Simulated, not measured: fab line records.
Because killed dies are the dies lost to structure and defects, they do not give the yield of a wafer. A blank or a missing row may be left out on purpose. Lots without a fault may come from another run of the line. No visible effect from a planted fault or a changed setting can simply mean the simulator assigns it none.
Chamber matching | flow nand_harc | NHARC_P_CONTACT_ALD_22 on ald_metal-04: 4 sister chambers
The step deposits TiN, target thk 3 nm, pulse time 1 s, ald cycles 150. 18 wafers are shown with their chamber, then 9 later ones without.

## EACH WAFER AND ITS CHAMBER
wafer  | chamber | heater_power_w (W) | precursor_pulse_height_rel | susceptor_temp_C (C)
L075.3 | 0       | 1069               | 0.962                      | 449.80
L075.5 | 1       | 979                | 0.970                      | 449.69
L075.6 | 0       | 1041               | 1.002                      | 449.80
L078.2 | 1       | 949                | 0.985                      | 449.41
L078.4 | 2       | 1089               | 1.039                      | 450.16
L078.5 | 0       | 1049               | 1.004                      | 450.14
L080.3 | 2       | 1123               | 0.998                      | 449.97
L080.5 | 1       | 962                | 0.987                      | 450.00
L080.6 | 0       | 1067               | 1.004                      | 449.77
L081.1 | 1       | 947                | 0.975                      | 449.95
L081.3 | 3       | 1277               | 0.999                      | 449.74
L081.4 | 0       | 1086               | 0.974                      | 450.12
L086.1 | 1       | 946                | 1.025                      | 450.08
L086.4 | 2       | 1127               | 1.014                      | 450.17
L086.5 | 0       | 1087               | 0.981                      | 449.79
L088.1 | 2       | 1149               | 1.008                      | 449.49
L088.4 | 1       | 931                | 0.992                      | 449.83
L088.5 | 1       | 972                | 0.981                      | 450.01

SIGNATURES (averages over the wafers above)
reading                    | chamber 0 | chamber 1 | chamber 2 | chamber 3 | scatter within a chamber
heater_power_w             | 1066.50   | 955.14    | 1122.00   | 1277.00   | 19.4
precursor_pulse_height_rel | 0.98783   | 0.98786   | 1.01475   | 0.99900   | 0.0179
susceptor_temp_C           | 449.9033  | 449.8529  | 449.9475  | 449.7400  | 0.238
Rule: distance of a wafer from a chamber = root of the sum over the readings of ((wafer's reading minus chamber's mean) / reading's scatter) squared. If the next closest chamber is less than 2 further off than the closest, the wafer can't be placed; otherwise it belongs to the closest. The scatter is the square root of a quotient: the sum, over the shown wafers, of each reading's squared deviation from its chamber's mean, divided by wafers minus chambers.

## WAFERS WHOSE CHAMBER IS MISSING
wafer  | heater_power_w (W) | precursor_pulse_height_rel | susceptor_temp_C (C)
L091.1 | 1080               | 1.031                      | 450.19
L091.5 | 949                | 1.018                      | 449.99
L091.6 | 1099               | 0.998                      | 450.25
L095.1 | 941                | 0.973                      | 450.16
L095.3 | 1180               | 0.994                      | 449.99
L095.4 | 1146               | 1.010                      | 449.49
L096.1 | 1064               | 0.982                      | 449.86
L096.4 | 1196               | 0.995                      | 450.42
L096.6 | 1052               | 1.015                      | 449.44

## CHAMBER TAKEN BY EACH
wafer  | from the rows above     | in truth
L091.1 | can't be placed: 2 or 0 | 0
L091.5 | 1                       | 1
L091.6 | can't be placed: 2 or 0 | 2
L095.1 | 1                       | 1
L095.3 | can't be placed: 2 or 3 | 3
L095.4 | 2                       | 2
L096.1 | 0                       | 0
L096.4 | can't be placed: 2 or 3 | 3
L096.6 | can't be placed: 0 or 2 | 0
Correct placement for 4 of the 9. Can't be placed from these rows: 5 (the true chamber is among the candidates in 5). Number placed wrongly: 0.
